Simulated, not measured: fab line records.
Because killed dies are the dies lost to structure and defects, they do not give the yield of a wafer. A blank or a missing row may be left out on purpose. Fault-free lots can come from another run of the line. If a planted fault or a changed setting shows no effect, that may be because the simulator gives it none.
Matching of chambers || flow n5Finfet || 4 sister chambers for N5_DUMMY_GATE_STRIP_48 on rieDiel-03
The step strips in N2/H2, time 20 s. 24 wafers are shown with their chamber, then 12 later ones without.

EACH WAFER AND ITS CHAMBER
{"wafer": "L074.1", "chamber": 3, "showerheadPlenumPTorr (Torr)": 3.32, "drypumpMotorCurrentA (A)": 4.7, "throttleValvePct (%)": 12.13}
{"wafer": "L074.2", "chamber": 2, "showerheadPlenumPTorr (Torr)": 3.57, "drypumpMotorCurrentA (A)": 5.4, "throttleValvePct (%)": 12.28}
{"wafer": "L074.6", "chamber": 1, "showerheadPlenumPTorr (Torr)": 3.44, "drypumpMotorCurrentA (A)": 5.9, "throttleValvePct (%)": 11.89}
{"wafer": "L076.1", "chamber": 1, "showerheadPlenumPTorr (Torr)": 3.44, "drypumpMotorCurrentA (A)": 5.9, "throttleValvePct (%)": 11.90}
{"wafer": "L076.2", "chamber": 2, "showerheadPlenumPTorr (Torr)": 3.56, "drypumpMotorCurrentA (A)": 5.4, "throttleValvePct (%)": 12.26}
{"wafer": "L076.4", "chamber": 3, "showerheadPlenumPTorr (Torr)": 3.32, "drypumpMotorCurrentA (A)": 4.7, "throttleValvePct (%)": 12.12}
{"wafer": "L077.2", "chamber": 0, "showerheadPlenumPTorr (Torr)": 3.22, "drypumpMotorCurrentA (A)": 5.2, "throttleValvePct (%)": 12.45}
{"wafer": "L077.5", "chamber": 2, "showerheadPlenumPTorr (Torr)": 3.56, "drypumpMotorCurrentA (A)": 5.4, "throttleValvePct (%)": 12.27}
{"wafer": "L077.6", "chamber": 1, "showerheadPlenumPTorr (Torr)": 3.44, "drypumpMotorCurrentA (A)": 5.9, "throttleValvePct (%)": 11.89}
{"wafer": "L078.3", "chamber": 1, "showerheadPlenumPTorr (Torr)": 3.44, "drypumpMotorCurrentA (A)": 5.9, "throttleValvePct (%)": 11.89}
{"wafer": "L078.5", "chamber": 2, "showerheadPlenumPTorr (Torr)": 3.56, "drypumpMotorCurrentA (A)": 5.4, "throttleValvePct (%)": 12.28}
{"wafer": "L078.6", "chamber": 1, "showerheadPlenumPTorr (Torr)": 3.44, "drypumpMotorCurrentA (A)": 5.9, "throttleValvePct (%)": 11.89}
{"wafer": "L080.3", "chamber": 3, "showerheadPlenumPTorr (Torr)": 3.31, "drypumpMotorCurrentA (A)": 4.8, "throttleValvePct (%)": 12.14}
{"wafer": "L080.5", "chamber": 3, "showerheadPlenumPTorr (Torr)": 3.31, "drypumpMotorCurrentA (A)": 4.8, "throttleValvePct (%)": 12.14}
{"wafer": "L080.6", "chamber": 2, "showerheadPlenumPTorr (Torr)": 3.56, "drypumpMotorCurrentA (A)": 5.4, "throttleValvePct (%)": 12.30}
{"wafer": "L082.1", "chamber": 2, "showerheadPlenumPTorr (Torr)": 3.56, "drypumpMotorCurrentA (A)": 5.4, "throttleValvePct (%)": 12.30}
{"wafer": "L082.4", "chamber": 3, "showerheadPlenumPTorr (Torr)": 3.31, "drypumpMotorCurrentA (A)": 4.8, "throttleValvePct (%)": 12.14}
{"wafer": "L082.5", "chamber": 0, "showerheadPlenumPTorr (Torr)": 3.22, "drypumpMotorCurrentA (A)": 5.3, "throttleValvePct (%)": 12.43}
{"wafer": "L086.1", "chamber": 1, "showerheadPlenumPTorr (Torr)": 3.43, "drypumpMotorCurrentA (A)": 5.9, "throttleValvePct (%)": 11.94}
{"wafer": "L086.2", "chamber": 3, "showerheadPlenumPTorr (Torr)": 3.31, "drypumpMotorCurrentA (A)": 4.8, "throttleValvePct (%)": 12.17}
{"wafer": "L086.3", "chamber": 2, "showerheadPlenumPTorr (Torr)": 3.56, "drypumpMotorCurrentA (A)": 5.4, "throttleValvePct (%)": 12.33}
{"wafer": "L087.1", "chamber": 3, "showerheadPlenumPTorr (Torr)": 3.31, "drypumpMotorCurrentA (A)": 4.8, "throttleValvePct (%)": 12.18}
{"wafer": "L087.3", "chamber": 0, "showerheadPlenumPTorr (Torr)": 3.21, "drypumpMotorCurrentA (A)": 5.3, "throttleValvePct (%)": 12.47}
{"wafer": "L087.5", "chamber": 0, "showerheadPlenumPTorr (Torr)": 3.21, "drypumpMotorCurrentA (A)": 5.3, "throttleValvePct (%)": 12.47}

SIGNATURES, as means of the wafers listed above
{"reading": "showerheadPlenumPTorr", "chamber 0": 3.2150, "chamber 1": 3.4383, "chamber 2": 3.5614, "chamber 3": 3.3129, "scatter within a chamber": 0.00454}
{"reading": "drypumpMotorCurrentA", "chamber 0": 5.275, "chamber 1": 5.900, "chamber 2": 5.400, "chamber 3": 4.771, "scatter within a chamber": 0.033}
{"reading": "throttleValvePct", "chamber 0": 12.4550, "chamber 1": 11.9000, "chamber 2": 12.2886, "chamber 3": 12.1457, "scatter within a chamber": 0.0214}
Rule: for a wafer and a chamber, the distance is found by dividing, reading by reading, the gap between the wafer's reading and the chamber's mean by the reading's scatter, squaring, summing and taking the root. The wafer belongs to the nearest chamber; if the next one is less than 2 further off, it can't be placed. The scatter: the root of (the sum of the squares of (reading less its chamber's mean) over the shown wafers, divided by (wafers less chambers)).

WAFERS WHOSE CHAMBER IS MISSING
{"wafer": "L091.2", "showerheadPlenumPTorr (Torr)": 3.30, "drypumpMotorCurrentA (A)": 4.8, "throttleValvePct (%)": 12.21}
{"wafer": "L091.4", "showerheadPlenumPTorr (Torr)": 3.21, "drypumpMotorCurrentA (A)": 5.3, "throttleValvePct (%)": 12.49}
{"wafer": "L091.5", "showerheadPlenumPTorr (Torr)": 3.30, "drypumpMotorCurrentA (A)": 4.8, "throttleValvePct (%)": 12.18}
{"wafer": "L092.2", "showerheadPlenumPTorr (Torr)": 3.43, "drypumpMotorCurrentA (A)": 5.9, "throttleValvePct (%)": 11.96}
{"wafer": "L092.3", "showerheadPlenumPTorr (Torr)": 3.21, "drypumpMotorCurrentA (A)": 5.2, "throttleValvePct (%)": 12.51}
{"wafer": "L092.5", "showerheadPlenumPTorr (Torr)": 3.30, "drypumpMotorCurrentA (A)": 4.8, "throttleValvePct (%)": 12.20}
{"wafer": "L094.2", "showerheadPlenumPTorr (Torr)": 3.21, "drypumpMotorCurrentA (A)": 5.3, "throttleValvePct (%)": 12.50}
{"wafer": "L094.3", "showerheadPlenumPTorr (Torr)": 3.30, "drypumpMotorCurrentA (A)": 4.8, "throttleValvePct (%)": 12.21}
{"wafer": "L094.5", "showerheadPlenumPTorr (Torr)": 3.21, "drypumpMotorCurrentA (A)": 5.3, "throttleValvePct (%)": 12.52}
{"wafer": "L096.3", "showerheadPlenumPTorr (Torr)": 3.20, "drypumpMotorCurrentA (A)": 5.3, "throttleValvePct (%)": 12.52}
{"wafer": "L096.4", "showerheadPlenumPTorr (Torr)": 3.42, "drypumpMotorCurrentA (A)": 6.0, "throttleValvePct (%)": 11.98}
{"wafer": "L096.5", "showerheadPlenumPTorr (Torr)": 3.42, "drypumpMotorCurrentA (A)": 5.9, "throttleValvePct (%)": 12.00}

WHICH CHAMBER EACH ONE RAN IN
{"wafer": "L091.2", "from the rows above": 3, "in truth": 3}
{"wafer": "L091.4", "from the rows above": 0, "in truth": 0}
{"wafer": "L091.5", "from the rows above": 3, "in truth": 3}
{"wafer": "L092.2", "from the rows above": 1, "in truth": 1}
{"wafer": "L092.3", "from the rows above": 0, "in truth": 0}
{"wafer": "L092.5", "from the rows above": 3, "in truth": 3}
{"wafer": "L094.2", "from the rows above": 0, "in truth": 0}
{"wafer": "L094.3", "from the rows above": 3, "in truth": 3}
{"wafer": "L094.5", "from the rows above": 0, "in truth": 0}
{"wafer": "L096.3", "from the rows above": 0, "in truth": 0}
{"wafer": "L096.4", "from the rows above": 1, "in truth": 1}
{"wafer": "L096.5", "from the rows above": 1, "in truth": 1}
Correct placement for 12 of the 12. Not placeable from these rows: 0. Wrongly placed: 0.
